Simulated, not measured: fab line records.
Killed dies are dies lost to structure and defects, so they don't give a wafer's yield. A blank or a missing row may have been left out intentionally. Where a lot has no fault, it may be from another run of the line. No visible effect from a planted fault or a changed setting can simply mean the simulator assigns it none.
Which tool did it? :: flow nand-harc :: 14 lots, 42 wafers sampled, at 2 steps of a route of 1302

## WHAT THE GAUGES READ, wafer by wafer
NHARC_A_ONON_D2_THK_MEAS_08: measures by ellipsometry.
lot: L154
measured: day 12 18:47
on: film-metro-01
thk-nm (nm): 998 997 996

lot: L155
measured: day 12 18:49
on: film-metro-02
thk-nm (nm): 1014 1014 1014

lot: L157
measured: day 14 01:05
on: film-metro-02
thk-nm (nm): 1009 1010 1008

lot: L158
measured: day 14 12:05
on: film-metro-01
thk-nm (nm): 1010 1009 1011

lot: L161
measured: day 14 19:46
on: film-metro-02
thk-nm (nm): 1009 1010 1008

lot: L159
measured: day 14 19:46
on: film-metro-01
thk-nm (nm): 994 993 994

lot: L162
measured: day 15 21:45
on: film-metro-02
thk-nm (nm): 994 995 990

lot: L163
measured: day 16 17:07
on: film-metro-01
thk-nm (nm): 1010 1010 1008

lot: L164
measured: day 16 17:20
on: film-metro-01
thk-nm (nm): 997 998 997

lot: L165
measured: day 16 20:15
on: film-metro-01
thk-nm (nm): 998 999 998

lot: L167
measured: day 18 07:22
on: film-metro-01
thk-nm (nm): 988 987 990

lot: L168
measured: day 18 07:29
on: film-metro-02
thk-nm (nm): 1020 1017 1019

lot: L169
measured: day 19 05:13
on: film-metro-01
thk-nm (nm): 992 993 991

lot: L175
measured: day 21 08:31
on: film-metro-01
thk-nm (nm): 1018 1019 1017

NHARC_A_ONON_D2_INSPECT_32.
lot: L154
measured: day 13 06:37
on: defect-inspect-02
raw-defect-count: 451 417 455

lot: L155
measured: day 13 06:37
on: defect-inspect-01
raw-defect-count: 320 650 605

lot: L157
measured: day 14 12:25
on: defect-inspect-01
raw-defect-count: 268 400 260

lot: L158
measured: day 14 23:29
on: defect-inspect-01
raw-defect-count: 267 365 396

lot: L161
measured: day 15 07:26
on: defect-inspect-01
raw-defect-count: 379 327 526

lot: L159
measured: day 15 07:05
on: defect-inspect-02
raw-defect-count: 225 222 295

lot: L162
measured: day 16 09:05
on: defect-inspect-02
raw-defect-count: 460 451 599

lot: L163
measured: day 17 06:29
on: defect-inspect-01
raw-defect-count: 277 363 333

lot: L164
measured: day 17 06:28
on: defect-inspect-01
raw-defect-count: 566 520 796

lot: L165
measured: day 17 06:37
on: defect-inspect-02
raw-defect-count: 541 416 319

lot: L167
measured: day 18 20:38
on: defect-inspect-02
raw-defect-count: 224 208 269

lot: L168
measured: day 18 20:39
on: defect-inspect-01
raw-defect-count: 404 391 259

lot: L169
measured: day 19 16:51
on: defect-inspect-01
raw-defect-count: 461 341 357

lot: L175
measured: day 21 19:49
on: defect-inspect-02
raw-defect-count: 323 400 328

## EACH LOT AND THE TOOL THAT RAN IT (in order: tool; ch and the chambers of the sampled wafers; start)
The record holds no process step before these readings.

## AS READ BY THE TOOLS THEMSELVES (means over the sampled wafers that have a number; for cases with no such wafer, the mark the record gives instead)
The record holds no such reading with a usual standard deviation.

## THE ANSWER, worked out from the rows above alone
Rule: what is usual is taken from the lots themselves. The widest of any qualifying gaps counts: lots, ordered by their means at a reading, are off when they make up no more than a third of the lots, leave a main group of 4 or more, and stand apart from it by 3 or more times the standard deviation of that group's means. Not used: any main group whose means are identical at the precision the tables above print for the reading. Also off: a lot with no number at a reading for which 4 or more lots have one. All remaining lots with rows at the step are treated as sound. After the gauges, taken in route order, come the tools' own readings; for these a lot's mean is taken, as printed above. At the first step where some lot is off, the reading lying furthest off is the one used; lots without a number count as furthest.
No lot is off on any of the readings shown, so nothing can be concluded from this.

## WHAT HAD BEEN PUT IN BY THE SIMULATOR
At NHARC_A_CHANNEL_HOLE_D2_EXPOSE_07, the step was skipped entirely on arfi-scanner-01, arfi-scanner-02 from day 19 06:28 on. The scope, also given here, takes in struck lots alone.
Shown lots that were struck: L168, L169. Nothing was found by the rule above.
